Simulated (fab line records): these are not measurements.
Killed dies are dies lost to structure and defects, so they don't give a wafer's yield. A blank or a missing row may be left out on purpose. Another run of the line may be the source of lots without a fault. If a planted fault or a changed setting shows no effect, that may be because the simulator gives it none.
The tool behind it: which one? | flow nandHarc | Sampling: 12 lots, 36 wafers, 2 of 1159 route steps

## WHAT EACH GAUGE READ, for each wafer
NHARC_P_BONDPAD_CD_MEAS_09: target cd 500 nm.
lot  | measured     | on       | cdNm (nm)
L075 | day 6 08:25  | cdSem-01 | 500.0 501.8 502.9
L076 | day 6 23:01  | cdSem-02 | 503.5 503.2 503.8
L079 | day 7 18:42  | cdSem-01 | 501.5 503.2 505.0
L082 | day 8 05:44  | cdSem-03 | 499.4 502.2 505.1
L081 | day 8 06:23  | cdSem-03 | 496.4 498.7 499.4
L084 | day 8 23:10  | cdSem-03 | 501.3 496.7 500.9
L088 | day 9 21:14  | cdSem-03 | 504.9 505.3 502.2
L089 | day 10 07:10 | cdSem-02 | 500.1 497.3 500.7
L091 | day 10 22:16 | cdSem-03 | 504.0 500.7 503.8
L093 | day 11 01:02 | cdSem-02 | 499.8 501.8 500.4
L095 | day 11 17:00 | cdSem-01 | 504.8 504.3 503.9
L097 | day 12 16:56 | cdSem-01 | 503.0 502.6 503.5

## TOOL THAT RAN EACH LOT (tool first, then ch and the chambers of the sampled wafers, then the start)
lot  | NHARC_P_BONDPAD_CMP_32
L075 | cmp-01 ch 0,2, day 6 07:43
L076 | cmp-01 ch 0,1, day 6 22:12
L079 | cmp-03 ch 0,1,2, day 7 18:05
L082 | cmp-01 ch 0,1,2, day 8 04:55
L081 | cmp-03 ch 0,3, day 8 05:41
L084 | cmp-03 ch 0,1,2, day 8 22:22
L088 | cmp-01 ch 1,2,3, day 9 20:25
L089 | cmp-01 ch 0,2, day 10 06:20
L091 | cmp-03 ch 0,1, day 10 21:27
L093 | cmp-04 ch 0,1,2, day 11 00:17
L095 | cmp-01 ch 0,1, day 11 16:10
L097 | cmp-03 ch 2,3, day 12 16:07
- NHARC_P_BONDPAD_CMP_32: polishes SiCN, target thk 200 nm.

## THE ANSWER, worked out from the rows above alone
Rule: the lots themselves supply what counts as usual. The widest of any qualifying gaps counts: lots, ordered by their means at a reading, are off when they make up no more than a third of the lots, leave a main group of 4 or more, and stand apart from it by 3 or more times the standard deviation of that group's means. A main group is skipped when, at the precision printed for the reading in the tables above, its means are all equal. Also off: a lot with no number at a reading for which 4 or more lots have one. All remaining lots with rows at the step are treated as sound.
No lot is off at any reading shown: from this, nothing can be told.

## WHAT HAD BEEN PUT IN BY THE SIMULATOR
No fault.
